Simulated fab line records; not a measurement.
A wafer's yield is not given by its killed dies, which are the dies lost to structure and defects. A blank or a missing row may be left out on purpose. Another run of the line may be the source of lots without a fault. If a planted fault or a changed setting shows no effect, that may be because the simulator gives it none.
Chamber matching + flow n5 finfet + rie diel-06 running N5_BEOL_M5_DESCUM_33: 4 sister chambers
The step chemistry O2, time 7 s. 4 wafers are shown with their chamber, then 9 later ones without.

WAFERS PAIRED WITH THEIR CHAMBERS
| wafer  | chamber | showerhead plenum p Torr (Torr) |
|--------|---------|---------------------------------|
| L083.5 | 2       | 1.99                            |
| L086.2 | 3       | 2.17                            |
| L086.3 | 1       | 2.01                            |
| L086.4 | 0       | 2.13                            |

WAFERS MISSING THEIR CHAMBER
| wafer  | showerhead plenum p Torr (Torr) |
|--------|---------------------------------|
| L092.1 | 2.17                            |
| L092.2 | 2.13                            |
| L092.3 | 2.25                            |
| L095.3 | 2.24                            |
| L095.4 | 2.00                            |
| L095.5 | 2.00                            |
| L096.2 | 2.13                            |
| L096.3 | 2.16                            |
| L096.5 | 2.00                            |

WHICH CHAMBER EACH ONE RAN IN
| wafer  | from the rows above     | in truth |
|--------|-------------------------|----------|
| L092.1 | can't be placed: 3 or 0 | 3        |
| L092.2 | can't be placed: 0 or 3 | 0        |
| L092.3 | can't be placed: 3 or 0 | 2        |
| L095.3 | can't be placed: 3 or 0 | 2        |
| L095.4 | can't be placed: 1 or 2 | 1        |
| L095.5 | can't be placed: 1 or 2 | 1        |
| L096.2 | can't be placed: 0 or 3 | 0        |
| L096.3 | can't be placed: 3 or 0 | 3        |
| L096.5 | can't be placed: 1 or 2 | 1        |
Correct placement for 0 of the 9. Can't be placed from these rows: 9 (the true chamber is among the candidates in 7). Placed wrongly: 0.
How it was worked out, from the rows above alone: a wafer's distance from a chamber is the root of the sum, over the readings, of the square of ((its reading less the chamber's mean) divided by the reading's scatter). If the next closest chamber is less than 2 further off than the closest, the wafer can't be placed; otherwise it belongs to the closest. For every chamber, the mean is computed from those of its wafers that are shown. The scatter: with one shown wafer a chamber, the root of the mean of the squares of how far each hidden wafer lies from its nearest shown one.
